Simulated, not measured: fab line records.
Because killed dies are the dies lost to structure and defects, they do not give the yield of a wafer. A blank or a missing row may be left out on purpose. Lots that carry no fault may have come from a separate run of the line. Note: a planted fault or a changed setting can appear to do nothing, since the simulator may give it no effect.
Which of the tools did it? :: flow n5_finfet :: Sampling: 24 lots, 72 wafers, 5 of 1938 route steps

## WHAT THE GAUGES READ, wafer by wafer
N5_BEOL_M5_INSPECT_30: inspects for defects (brightfield).
lot: L075
measured: day 8 05:59
on: defect_inspect-02
raw_defect_count: 344 423 273

lot: L074
measured: day 8 08:55
on: defect_inspect-02
raw_defect_count: 348 490 371

lot: L076
measured: day 8 16:26
on: defect_inspect-02
raw_defect_count: 474 439 356

lot: L077
measured: day 8 16:37
on: defect_inspect-02
raw_defect_count: 355 386 358

lot: L078
measured: day 9 12:32
on: defect_inspect-02
raw_defect_count: 522 520 366

lot: L079
measured: day 9 15:10
on: defect_inspect-02
raw_defect_count: 485 420 412

lot: L081
measured: day 9 21:55
on: defect_inspect-01
raw_defect_count: 375 348 322

lot: L082
measured: day 10 05:47
on: defect_inspect-02
raw_defect_count: 405 414 396

lot: L080
measured: day 10 09:06
on: defect_inspect-02
raw_defect_count: 429 442 426

lot: L083
measured: day 10 19:37
on: defect_inspect-01
raw_defect_count: 333 390 410

lot: L086
measured: day 11 02:46
on: defect_inspect-01
raw_defect_count: 366 381 504

lot: L084
measured: day 11 05:11
on: defect_inspect-02
raw_defect_count: 409 391 377

lot: L085
measured: day 11 05:38
on: defect_inspect-01
raw_defect_count: 419 521 560

lot: L087
measured: day 11 11:14
on: defect_inspect-01
raw_defect_count: 351 258 376

lot: L088
measured: day 11 15:00
on: defect_inspect-01
raw_defect_count: 433 380 390

lot: L089
measured: day 12 01:17
on: defect_inspect-02
raw_defect_count: 584 360 582

lot: L090
measured: day 12 03:35
on: defect_inspect-02
raw_defect_count: 418 604 556

lot: L092
measured: day 12 14:25
on: defect_inspect-02
raw_defect_count: 560 542 527

lot: L091
measured: day 13 02:16
on: defect_inspect-02
raw_defect_count: 563 677 629

lot: L093
measured: day 13 03:10
on: defect_inspect-02
raw_defect_count: 651 603 742

lot: L094
measured: day 13 06:25
on: defect_inspect-02
raw_defect_count: 445 365 489

lot: L095
measured: day 13 16:08
on: defect_inspect-01
raw_defect_count: 565 554 518

lot: L096
measured: day 13 19:53
on: defect_inspect-02
raw_defect_count: 429 580 570

lot: L097
measured: day 14 16:07
on: defect_inspect-02
raw_defect_count: 397 390 582

N5_BEOL_M6_CD_MEAS_18: pitch 80 nm, target cd 40 nm.
lot: L075
measured: day 8 17:16
on: cd_sem-01
cd_nm (nm): 39.3 40.0 39.7

lot: L074
measured: day 9 00:10
on: cd_sem-03
cd_nm (nm): 40.9 40.0 39.9

lot: L076
measured: day 9 02:28
on: cd_sem-02
cd_nm (nm): 39.3 39.8 39.1

lot: L077
measured: day 9 02:38
on: cd_sem-03
cd_nm (nm): 40.8 40.3 40.4

lot: L078
measured: day 9 23:51
on: cd_sem-01
cd_nm (nm): 40.1 40.4 40.3

lot: L079
measured: day 10 02:44
on: cd_sem-02
cd_nm (nm): 40.3 39.5 40.9

lot: L081
measured: day 10 10:41
on: cd_sem-03
cd_nm (nm): 40.1 40.5 40.5

lot: L082
measured: day 10 16:58
on: cd_sem-02
cd_nm (nm): 39.5 40.0 39.8

lot: L080
measured: day 10 20:52
on: cd_sem-03
cd_nm (nm): 40.6 40.5 39.3

lot: L083
measured: day 11 07:26
on: cd_sem-02
cd_nm (nm): 39.5 40.3 40.5

lot: L086
measured: day 11 13:15
on: cd_sem-02
cd_nm (nm): 39.7 39.5 39.3

lot: L084
measured: day 11 16:40
on: cd_sem-03
cd_nm (nm): 40.1 39.9 39.8

lot: L085
measured: day 11 16:56
on: cd_sem-03
cd_nm (nm): 40.5 39.6 40.7

lot: L087
measured: day 11 23:55
on: cd_sem-01
cd_nm (nm): 39.7 40.2 40.6

lot: L088
measured: day 12 00:47
on: cd_sem-02
cd_nm (nm): 38.7 38.9 39.6

lot: L089
measured: day 12 11:52
on: cd_sem-01
cd_nm (nm): 39.7 40.3 40.9

lot: L090
measured: day 12 15:55
on: cd_sem-03
cd_nm (nm): 40.3 40.6 39.7

lot: L092
measured: day 13 01:22
on: cd_sem-01
cd_nm (nm): 40.2 39.3 40.7

lot: L091
measured: day 13 12:36
on: cd_sem-03
cd_nm (nm): 39.3 39.8 39.5

lot: L093
measured: day 13 13:02
on: cd_sem-01
cd_nm (nm): 40.9 39.5 40.5

lot: L094
measured: day 13 17:49
on: cd_sem-01
cd_nm (nm): 40.4 41.1 40.7

lot: L095
measured: day 14 02:50
on: cd_sem-03
cd_nm (nm): 39.5 40.4 40.4

lot: L096
measured: day 14 05:59
on: cd_sem-03
cd_nm (nm): 39.4 40.0 39.8

lot: L097
measured: day 15 02:59
on: cd_sem-02
cd_nm (nm): 40.8 40.4 39.8

## TOOL THAT RAN EACH LOT (tool first, then ch and the chambers of the sampled wafers, then the start)
lot: L075
N5_BEOL_M5_ALD_86: ald_metal-04 ch 1,2, day 8 09:24
N5_BEOL_M5_SPUTTER_48: pvd_sputter-03, day 8 10:05
N5_BEOL_M6_STRIP_19: rie_diel-03 ch 2,3, day 8 17:12

lot: L074
N5_BEOL_M5_ALD_86: ald_metal-02 ch 0,1,3, day 8 11:41
N5_BEOL_M5_SPUTTER_48: pvd_sputter-02, day 8 12:57
N5_BEOL_M6_STRIP_19: rie_diel-03 ch 0,1,2, day 9 00:05

lot: L076
N5_BEOL_M5_ALD_86: ald_metal-02 ch 2,3, day 8 18:18
N5_BEOL_M5_SPUTTER_48: pvd_sputter-03, day 8 18:55
N5_BEOL_M6_STRIP_19: rie_diel-04 ch 2, day 9 02:22

lot: L077
N5_BEOL_M5_ALD_86: ald_metal-03 ch 1,3, day 8 18:22
N5_BEOL_M5_SPUTTER_48: pvd_sputter-01, day 8 19:05
N5_BEOL_M6_STRIP_19: rie_diel-03 ch 1,2, day 9 02:34

lot: L078
N5_BEOL_M5_ALD_86: ald_metal-04 ch 2,3, day 9 15:00
N5_BEOL_M5_SPUTTER_48: pvd_sputter-01, day 9 15:34
N5_BEOL_M6_STRIP_19: rie_diel-03 ch 0,1, day 9 23:47

lot: L079
N5_BEOL_M5_ALD_86: ald_metal-04 ch 2,3, day 9 17:52
N5_BEOL_M5_SPUTTER_48: pvd_sputter-03, day 9 18:23
N5_BEOL_M6_STRIP_19: rie_diel-02 ch 0,2,3, day 10 02:40

lot: L081
N5_BEOL_M5_ALD_86: ald_metal-02 ch 0,2,3, day 10 01:41
N5_BEOL_M5_SPUTTER_48: pvd_sputter-03, day 10 02:17
N5_BEOL_M6_STRIP_19: rie_diel-04 ch 1,2,3, day 10 10:37

lot: L082
N5_BEOL_M5_ALD_86: ald_metal-04 ch 0,1,2, day 10 07:02
N5_BEOL_M5_SPUTTER_48: pvd_sputter-03, day 10 07:42
N5_BEOL_M6_STRIP_19: rie_diel-03 ch 0,1,3, day 10 16:53

lot: L080
N5_BEOL_M5_ALD_86: ald_metal-04 ch 0,1, day 10 10:45
N5_BEOL_M5_SPUTTER_48: pvd_sputter-03, day 10 12:08
N5_BEOL_M6_STRIP_19: rie_diel-02 ch 0,2,3, day 10 20:47

lot: L083
N5_BEOL_M5_ALD_86: ald_metal-04 ch 1,2,3, day 10 22:44
N5_BEOL_M5_SPUTTER_48: pvd_sputter-02, day 10 23:13
N5_BEOL_M6_STRIP_19: rie_diel-03 ch 0,1,2, day 11 07:22

lot: L086
N5_BEOL_M5_ALD_86: ald_metal-03 ch 0,1,2, day 11 03:55
N5_BEOL_M5_SPUTTER_48: pvd_sputter-02, day 11 05:00
N5_BEOL_M6_STRIP_19: rie_diel-02 ch 0,1,3, day 11 13:10

lot: L084
N5_BEOL_M5_ALD_86: ald_metal-03 ch 1,2, day 11 06:40
N5_BEOL_M5_SPUTTER_48: pvd_sputter-01, day 11 07:08
N5_BEOL_M6_STRIP_19: rie_diel-04 ch 1,3, day 11 16:35

lot: L085
N5_BEOL_M5_ALD_86: ald_metal-04 ch 1,2,3, day 11 07:13
N5_BEOL_M5_SPUTTER_48: pvd_sputter-03, day 11 08:04
N5_BEOL_M6_STRIP_19: rie_diel-02 ch 0,1,3, day 11 16:52

lot: L087
N5_BEOL_M5_ALD_86: ald_metal-04 ch 1,2,3, day 11 12:29
N5_BEOL_M5_SPUTTER_48: pvd_sputter-01, day 11 13:17
N5_BEOL_M6_STRIP_19: rie_diel-03 ch 0,1,3, day 11 23:50

lot: L088
N5_BEOL_M5_ALD_86: ald_metal-04 ch 1,2,3, day 11 16:32
N5_BEOL_M5_SPUTTER_48: pvd_sputter-03, day 11 17:16
N5_BEOL_M6_STRIP_19: rie_diel-03 ch 0,1, day 12 00:43

lot: L089
N5_BEOL_M5_ALD_86: ald_metal-02 ch 1,2,3, day 12 03:13
N5_BEOL_M5_SPUTTER_48: pvd_sputter-02, day 12 03:43
N5_BEOL_M6_STRIP_19: rie_diel-02 ch 1,2,3, day 12 11:48

lot: L090
N5_BEOL_M5_ALD_86: ald_metal-04 ch 0,1,2, day 12 05:17
N5_BEOL_M5_SPUTTER_48: pvd_sputter-03, day 12 05:56
N5_BEOL_M6_STRIP_19: rie_diel-02 ch 1,2, day 12 15:50

lot: L092
N5_BEOL_M5_ALD_86: ald_metal-02 ch 0,2,3, day 12 15:39
N5_BEOL_M5_SPUTTER_48: pvd_sputter-02, day 12 16:16
N5_BEOL_M6_STRIP_19: rie_diel-03 ch 2,3, day 13 01:18

lot: L091
N5_BEOL_M5_ALD_86: ald_metal-02 ch 2,3, day 13 03:43
N5_BEOL_M5_SPUTTER_48: pvd_sputter-02, day 13 04:10
N5_BEOL_M6_STRIP_19: rie_diel-04 ch 0,3, day 13 12:32

lot: L093
N5_BEOL_M5_ALD_86: ald_metal-02 ch 0,3, day 13 04:55
N5_BEOL_M5_SPUTTER_48: pvd_sputter-03, day 13 05:23
N5_BEOL_M6_STRIP_19: rie_diel-04 ch 0,1,3, day 13 12:58

lot: L094
N5_BEOL_M5_ALD_86: ald_metal-02 ch 0,2,3, day 13 08:13
N5_BEOL_M5_SPUTTER_48: pvd_sputter-01, day 13 08:45
N5_BEOL_M6_STRIP_19: rie_diel-04 ch 0,2, day 13 17:44

lot: L095
N5_BEOL_M5_ALD_86: ald_metal-02 ch 0,1, day 13 17:22
N5_BEOL_M5_SPUTTER_48: pvd_sputter-02, day 13 18:00
N5_BEOL_M6_STRIP_19: rie_diel-02 ch 0,1,3, day 14 02:46

lot: L096
N5_BEOL_M5_ALD_86: ald_metal-04 ch 0,1,2, day 13 21:14
N5_BEOL_M5_SPUTTER_48: pvd_sputter-01, day 13 21:50
N5_BEOL_M6_STRIP_19: rie_diel-02 ch 0,1, day 14 05:55

lot: L097
N5_BEOL_M5_ALD_86: ald_metal-02 ch 0,3, day 14 17:22
N5_BEOL_M5_SPUTTER_48: pvd_sputter-02, day 14 18:14
N5_BEOL_M6_STRIP_19: rie_diel-04 ch 1,2,3, day 15 02:55
- N5_BEOL_M5_ALD_86: deposits TaN, pulse time 2 s, purge time 3 s, co reactant purge time 2 s.
- N5_BEOL_M5_SPUTTER_48: material Cu, target thk 15 nm, time 27.62 s.
- N5_BEOL_M6_STRIP_19: strips in O2.

## WHAT THE TOOLS THEMSELVES READ (means of the sampled wafers that have a number; where no wafer has one, the mark that the record gives instead)
N5_BEOL_M5_ALD_86.
lot: L075
tool: ald_metal-04
heater_power_w (W): 386
mfc_carrier_sccm (sccm): 1504

lot: L074
tool: ald_metal-02
heater_power_w (W): 426
mfc_carrier_sccm (sccm): 1502

lot: L076
tool: ald_metal-02
heater_power_w (W): 433
mfc_carrier_sccm (sccm): 1503

lot: L077
tool: ald_metal-03
heater_power_w (W): 434
mfc_carrier_sccm (sccm): 1503

lot: L078
tool: ald_metal-04
heater_power_w (W): 375
mfc_carrier_sccm (sccm): 1497

lot: L079
tool: ald_metal-04
heater_power_w (W): 370
mfc_carrier_sccm (sccm): 1499

lot: L081
tool: ald_metal-02
heater_power_w (W): 441
mfc_carrier_sccm (sccm): 1498

lot: L082
tool: ald_metal-04
heater_power_w (W): 407
mfc_carrier_sccm (sccm): 1500

lot: L080
tool: ald_metal-04
heater_power_w (W): 420
mfc_carrier_sccm (sccm): 1506

lot: L083
tool: ald_metal-04
heater_power_w (W): 389
mfc_carrier_sccm (sccm): 1500

lot: L086
tool: ald_metal-03
heater_power_w (W): 462
mfc_carrier_sccm (sccm): 1503

lot: L084
tool: ald_metal-03
heater_power_w (W): 467
mfc_carrier_sccm (sccm): 1504

lot: L085
tool: ald_metal-04
heater_power_w (W): 385
mfc_carrier_sccm (sccm): 1506

lot: L087
tool: ald_metal-04
heater_power_w (W): 387
mfc_carrier_sccm (sccm): 1500

lot: L088
tool: ald_metal-04
heater_power_w (W): 387
mfc_carrier_sccm (sccm): 1498

lot: L089
tool: ald_metal-02
heater_power_w (W): 422
mfc_carrier_sccm (sccm): 1499

lot: L090
tool: ald_metal-04
heater_power_w (W): 409
mfc_carrier_sccm (sccm): 1500

lot: L092
tool: ald_metal-02
heater_power_w (W): 437
mfc_carrier_sccm (sccm): 1497

lot: L091
tool: ald_metal-02
heater_power_w (W): 429
mfc_carrier_sccm (sccm): 1497

lot: L093
tool: ald_metal-02
heater_power_w (W): 425
mfc_carrier_sccm (sccm): 1497

lot: L094
tool: ald_metal-02
heater_power_w (W): 437
mfc_carrier_sccm (sccm): 1500

lot: L095
tool: ald_metal-02
heater_power_w (W): 436
mfc_carrier_sccm (sccm): 1503

lot: L096
tool: ald_metal-04
heater_power_w (W): 411
mfc_carrier_sccm (sccm): 1501

lot: L097
tool: ald_metal-02
heater_power_w (W): 433
mfc_carrier_sccm (sccm): 1501

N5_BEOL_M5_SPUTTER_48.
lot: L075
tool: pvd_sputter-03
throttle_valve_pct (%): 29.9

lot: L074
tool: pvd_sputter-02
throttle_valve_pct (%): 30.2

lot: L076
tool: pvd_sputter-03
throttle_valve_pct (%): 30.0

lot: L077
tool: pvd_sputter-01
throttle_valve_pct (%): 30.0

lot: L078
tool: pvd_sputter-01
throttle_valve_pct (%): 30.6

lot: L079
tool: pvd_sputter-03
throttle_valve_pct (%): 30.0

lot: L081
tool: pvd_sputter-03
throttle_valve_pct (%): 31.1

lot: L082
tool: pvd_sputter-03
throttle_valve_pct (%): 29.9

lot: L080
tool: pvd_sputter-03
throttle_valve_pct (%): 30.9

lot: L083
tool: pvd_sputter-02
throttle_valve_pct (%): 30.1

lot: L086
tool: pvd_sputter-02
throttle_valve_pct (%): 30.2

lot: L084
tool: pvd_sputter-01
throttle_valve_pct (%): 30.0

lot: L085
tool: pvd_sputter-03
throttle_valve_pct (%): 30.5

lot: L087
tool: pvd_sputter-01
throttle_valve_pct (%): 29.9

lot: L088
tool: pvd_sputter-03
throttle_valve_pct (%): 29.8

lot: L089
tool: pvd_sputter-02
throttle_valve_pct (%): 30.7

lot: L090
tool: pvd_sputter-03
throttle_valve_pct (%): 29.8

lot: L092
tool: pvd_sputter-02
throttle_valve_pct (%): 30.7

lot: L091
tool: pvd_sputter-02
throttle_valve_pct (%): 30.8

lot: L093
tool: pvd_sputter-03
throttle_valve_pct (%): 29.8

lot: L094
tool: pvd_sputter-01
throttle_valve_pct (%): 29.9

lot: L095
tool: pvd_sputter-02
throttle_valve_pct (%): 30.8

lot: L096
tool: pvd_sputter-01
throttle_valve_pct (%): 29.9

lot: L097
tool: pvd_sputter-02
throttle_valve_pct (%): 30.8

N5_BEOL_M6_STRIP_19.
lot: L075
tool: rie_diel-03
drypump_motor_current_A (A): 5.6
oes_product_au (a.u.): 0.70
rf_vpp_V (V): 3.9
showerhead_plenum_p_Torr (Torr): 2.11
temp_c (C): 40.05
throttle_valve_pct (%): 16.75

lot: L074
tool: rie_diel-03
drypump_motor_current_A (A): 5.8
oes_product_au (a.u.): 0.80
rf_vpp_V (V): 3.0
showerhead_plenum_p_Torr (Torr): 2.07
temp_c (C): 40.02
throttle_valve_pct (%): 16.73

lot: L076
tool: rie_diel-04
drypump_motor_current_A (A): 5.1
oes_product_au (a.u.): 0.94
rf_vpp_V (V): 3.5
showerhead_plenum_p_Torr (Torr): 2.07
temp_c (C): 40.06
throttle_valve_pct (%): 16.49

lot: L077
tool: rie_diel-03
drypump_motor_current_A (A): 5.5
oes_product_au (a.u.): 0.77
rf_vpp_V (V): 3.6
showerhead_plenum_p_Torr (Torr): 2.07
temp_c (C): 40.11
throttle_valve_pct (%): 16.62

lot: L078
tool: rie_diel-03
drypump_motor_current_A (A): 5.6
oes_product_au (a.u.): 0.83
rf_vpp_V (V): 3.6
showerhead_plenum_p_Torr (Torr): 2.05
temp_c (C): 40.02
throttle_valve_pct (%): 16.64

lot: L079
tool: rie_diel-02
drypump_motor_current_A (A): 5.2
oes_product_au (a.u.): 0.79
rf_vpp_V (V): 3.7
showerhead_plenum_p_Torr (Torr): 2.08
temp_c (C): 39.86
throttle_valve_pct (%): 16.71

lot: L081
tool: rie_diel-04
drypump_motor_current_A (A): 5.7
oes_product_au (a.u.): 0.84
rf_vpp_V (V): 3.8
showerhead_plenum_p_Torr (Torr): 2.09
temp_c (C): 39.90
throttle_valve_pct (%): 16.64

lot: L082
tool: rie_diel-03
drypump_motor_current_A (A): 5.5
oes_product_au (a.u.): 0.80
rf_vpp_V (V): 3.5
showerhead_plenum_p_Torr (Torr): 2.09
temp_c (C): 39.95
throttle_valve_pct (%): 16.69

lot: L080
tool: rie_diel-02
drypump_motor_current_A (A): 5.2
oes_product_au (a.u.): 0.80
rf_vpp_V (V): 4.4
showerhead_plenum_p_Torr (Torr): 2.08
temp_c (C): 40.06
throttle_valve_pct (%): 16.74

lot: L083
tool: rie_diel-03
drypump_motor_current_A (A): 5.7
oes_product_au (a.u.): 0.78
rf_vpp_V (V): 3.7
showerhead_plenum_p_Torr (Torr): 2.06
temp_c (C): 40.09
throttle_valve_pct (%): 16.78

lot: L086
tool: rie_diel-02
drypump_motor_current_A (A): 5.6
oes_product_au (a.u.): 0.82
rf_vpp_V (V): 4.3
showerhead_plenum_p_Torr (Torr): 2.08
temp_c (C): 39.89
throttle_valve_pct (%): 16.58

lot: L084
tool: rie_diel-04
drypump_motor_current_A (A): 6.1
oes_product_au (a.u.): 0.77
rf_vpp_V (V): 3.0
showerhead_plenum_p_Torr (Torr): 2.12
temp_c (C): 39.90
throttle_valve_pct (%): 16.86

lot: L085
tool: rie_diel-02
drypump_motor_current_A (A): 5.6
oes_product_au (a.u.): 0.82
rf_vpp_V (V): 3.4
showerhead_plenum_p_Torr (Torr): 2.08
temp_c (C): 39.96
throttle_valve_pct (%): 16.60

lot: L087
tool: rie_diel-03
drypump_motor_current_A (A): 5.5
oes_product_au (a.u.): 0.78
rf_vpp_V (V): 3.9
showerhead_plenum_p_Torr (Torr): 2.08
temp_c (C): 40.00
throttle_valve_pct (%): 16.71

lot: L088
tool: rie_diel-03
drypump_motor_current_A (A): 5.8
oes_product_au (a.u.): 0.83
rf_vpp_V (V): 4.1
showerhead_plenum_p_Torr (Torr): 2.05
temp_c (C): 40.11
throttle_valve_pct (%): 16.79

lot: L089
tool: rie_diel-02
drypump_motor_current_A (A): 5.6
oes_product_au (a.u.): 0.85
rf_vpp_V (V): 4.2
showerhead_plenum_p_Torr (Torr): 2.10
temp_c (C): 39.90
throttle_valve_pct (%): 16.42

lot: L090
tool: rie_diel-02
drypump_motor_current_A (A): 6.0
oes_product_au (a.u.): 0.87
rf_vpp_V (V): 3.4
showerhead_plenum_p_Torr (Torr): 2.05
temp_c (C): 40.01
throttle_valve_pct (%): 16.28

lot: L092
tool: rie_diel-03
drypump_motor_current_A (A): 5.6
oes_product_au (a.u.): 0.86
rf_vpp_V (V): 2.7
showerhead_plenum_p_Torr (Torr): 2.10
temp_c (C): 39.99
throttle_valve_pct (%): 16.51

lot: L091
tool: rie_diel-04
drypump_motor_current_A (A): 5.8
oes_product_au (a.u.): 0.86
rf_vpp_V (V): 3.9
showerhead_plenum_p_Torr (Torr): 2.04
temp_c (C): 39.97
throttle_valve_pct (%): 16.40

lot: L093
tool: rie_diel-04
drypump_motor_current_A (A): 5.7
oes_product_au (a.u.): 0.81
rf_vpp_V (V): 3.9
showerhead_plenum_p_Torr (Torr): 2.08
temp_c (C): 39.91
throttle_valve_pct (%): 16.65

lot: L094
tool: rie_diel-04
drypump_motor_current_A (A): 5.0
oes_product_au (a.u.): 0.87
rf_vpp_V (V): 3.7
showerhead_plenum_p_Torr (Torr): 2.04
temp_c (C): 40.10
throttle_valve_pct (%): 16.49

lot: L095
tool: rie_diel-02
drypump_motor_current_A (A): 5.6
oes_product_au (a.u.): 0.88
rf_vpp_V (V): 4.0
showerhead_plenum_p_Torr (Torr): 2.16
temp_c (C): 40.01
throttle_valve_pct (%): 16.45

lot: L096
tool: rie_diel-02
drypump_motor_current_A (A): 5.5
oes_product_au (a.u.): 0.91
rf_vpp_V (V): 4.4
showerhead_plenum_p_Torr (Torr): 2.16
temp_c (C): 40.09
throttle_valve_pct (%): 16.48

lot: L097
tool: rie_diel-04
drypump_motor_current_A (A): 5.7
oes_product_au (a.u.): 0.88
rf_vpp_V (V): 4.1
showerhead_plenum_p_Torr (Torr): 2.08
temp_c (C): 39.97
throttle_valve_pct (%): 16.55

## THE ANSWER, worked out from the rows above alone
Rule: what is usual is taken from the lots themselves. The widest of any qualifying gaps counts: lots, ordered by their means at a reading, are off when they make up no more than a third of the lots, leave a main group of 4 or more, and stand apart from it by 3 or more times the standard deviation of that group's means. A main group whose means are all the same, to the digits that the tables above print for the reading, isn't used. Also off: a lot with no number at a reading for which 4 or more lots have one. All remaining lots with rows at the step are treated as sound. The gauges are gone through in route order, then the tools' own readings, and for those a lot's mean is taken as printed above. At the first step where some lot is off, the reading lying furthest off is the one used; lots without a number count as furthest.
No lot is off on any of the readings shown, so nothing can be concluded from this.

## WHAT THE SIMULATOR HAD INSERTED
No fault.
